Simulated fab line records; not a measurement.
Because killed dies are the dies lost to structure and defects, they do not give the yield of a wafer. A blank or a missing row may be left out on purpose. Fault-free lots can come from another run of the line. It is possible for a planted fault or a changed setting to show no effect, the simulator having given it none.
Chamber matching || flow nand_harc || rie_diel-11 running NHARC_A_BONDPAD_ETCH_34: 4 sister chambers
The step etches the open film in N2/H2, target depth 60 nm, overetch 18 nm, time 65.91 s. 8 wafers are shown with their chamber, then 7 later ones without.

== WAFERS, EACH WITH ITS CHAMBER ==
{"wafer": "L771.2", "chamber": 1, "rf_vpp_V (V)": 430, "oes_product_au (a.u.)": 1.005}
{"wafer": "L771.6", "chamber": 1, "rf_vpp_V (V)": 431, "oes_product_au (a.u.)": 0.997}
{"wafer": "L773.1", "chamber": 3, "rf_vpp_V (V)": 434, "oes_product_au (a.u.)": 0.995}
{"wafer": "L773.2", "chamber": 2, "rf_vpp_V (V)": 429, "oes_product_au (a.u.)": 1.015}
{"wafer": "L769.5", "chamber": 0, "rf_vpp_V (V)": 425, "oes_product_au (a.u.)": 0.995}
{"wafer": "L769.6", "chamber": 3, "rf_vpp_V (V)": 435, "oes_product_au (a.u.)": 0.987}
{"wafer": "L778.1", "chamber": 0, "rf_vpp_V (V)": 426, "oes_product_au (a.u.)": 0.993}
{"wafer": "L778.5", "chamber": 2, "rf_vpp_V (V)": 428, "oes_product_au (a.u.)": 1.018}

== WAFERS MISSING THEIR CHAMBER ==
{"wafer": "L778.6", "rf_vpp_V (V)": 429, "oes_product_au (a.u.)": 0.987}
{"wafer": "L784.4", "rf_vpp_V (V)": 435, "oes_product_au (a.u.)": 0.999}
{"wafer": "L784.5", "rf_vpp_V (V)": 428, "oes_product_au (a.u.)": 1.003}
{"wafer": "L784.6", "rf_vpp_V (V)": 436, "oes_product_au (a.u.)": 0.992}
{"wafer": "L783.1", "rf_vpp_V (V)": 431, "oes_product_au (a.u.)": 1.008}
{"wafer": "L783.3", "rf_vpp_V (V)": 435, "oes_product_au (a.u.)": 0.997}
{"wafer": "L783.4", "rf_vpp_V (V)": 427, "oes_product_au (a.u.)": 1.015}

== CHAMBER TAKEN BY EACH ==
{"wafer": "L778.6", "from the rows above": "can't be placed: 1 or 0", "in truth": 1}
{"wafer": "L784.4", "from the rows above": 3, "in truth": 3}
{"wafer": "L784.5", "from the rows above": "can't be placed: 2 or 1 or 0", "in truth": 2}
{"wafer": "L784.6", "from the rows above": 3, "in truth": 3}
{"wafer": "L783.1", "from the rows above": 1, "in truth": 1}
{"wafer": "L783.3", "from the rows above": 3, "in truth": 3}
{"wafer": "L783.4", "from the rows above": 2, "in truth": 2}
Placed correctly: 5 of 7. Can't be placed from these rows: 2 (the true chamber is among the candidates in 2). 0 placed wrongly.
How it was worked out, from the rows above alone: a wafer's distance from a chamber is the root of the sum, over the readings, of the square of ((its reading less the chamber's mean) divided by the reading's scatter). If the next closest chamber is less than 2 further off than the closest, the wafer can't be placed; otherwise it belongs to the closest. Each chamber's mean is taken over the wafers shown for it. The scatter is the square root of a quotient: the sum, over the shown wafers, of each reading's squared deviation from its chamber's mean, divided by wafers minus chambers.
